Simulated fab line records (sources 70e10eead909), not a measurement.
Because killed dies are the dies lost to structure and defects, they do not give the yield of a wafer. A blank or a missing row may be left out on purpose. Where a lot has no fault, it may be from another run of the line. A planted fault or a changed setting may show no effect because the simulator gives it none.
Matching of chambers ; flow nandHarc ; cmp-04 running NHARC_A_STAIRCASE_CMP_152: 4 sister chambers
The step polishes. 8 wafers are shown with their chamber, then 8 later ones without.

== EACH WAFER AND ITS CHAMBER ==
wafer;chamber;motorCurrentA (A)
L083.3;0;12.7
L083.4;1;10.7
L086.2;1;9.9
L086.4;3;11.1
L086.5;3;11.4
L094.3;0;12.7
L094.5;2;11.8
L097.1;2;11.6

== WAFERS WITH NO CHAMBER GIVEN ==
wafer;motorCurrentA (A)
L097.2;12.5
L097.3;11.1
L095.2;12.5
L095.4;11.1
L095.5;10.9
L096.1;12.2
L096.4;12.6
L096.5;11.8

== THE CHAMBER EACH PASSED THROUGH ==
wafer;from the rows above;in truth
L097.2;can't be placed: 0 or 2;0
L097.3;can't be placed: 3 or 2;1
L095.2;can't be placed: 0 or 2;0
L095.4;can't be placed: 3 or 2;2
L095.5;can't be placed: 3 or 1 or 2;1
L096.1;can't be placed: 0 or 2 or 3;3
L096.4;0;0
L096.5;can't be placed: 2 or 3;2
Correctly placed: 1 of 8. Can't be placed from these rows: 7 (the true chamber is among the candidates in 6). 0 placed wrongly.
How it was worked out, from the rows above alone: a wafer's distance from a chamber is the root of the sum, over the readings, of the square of ((its reading less the chamber's mean) divided by the reading's scatter). The wafer belongs to the nearest chamber; if the next one is less than 2 further off, it can't be placed. For every chamber, the mean is computed from those of its wafers that are shown. The scatter: the root of (the sum of the squares of (reading less its chamber's mean) over the shown wafers, divided by (wafers less chambers)).
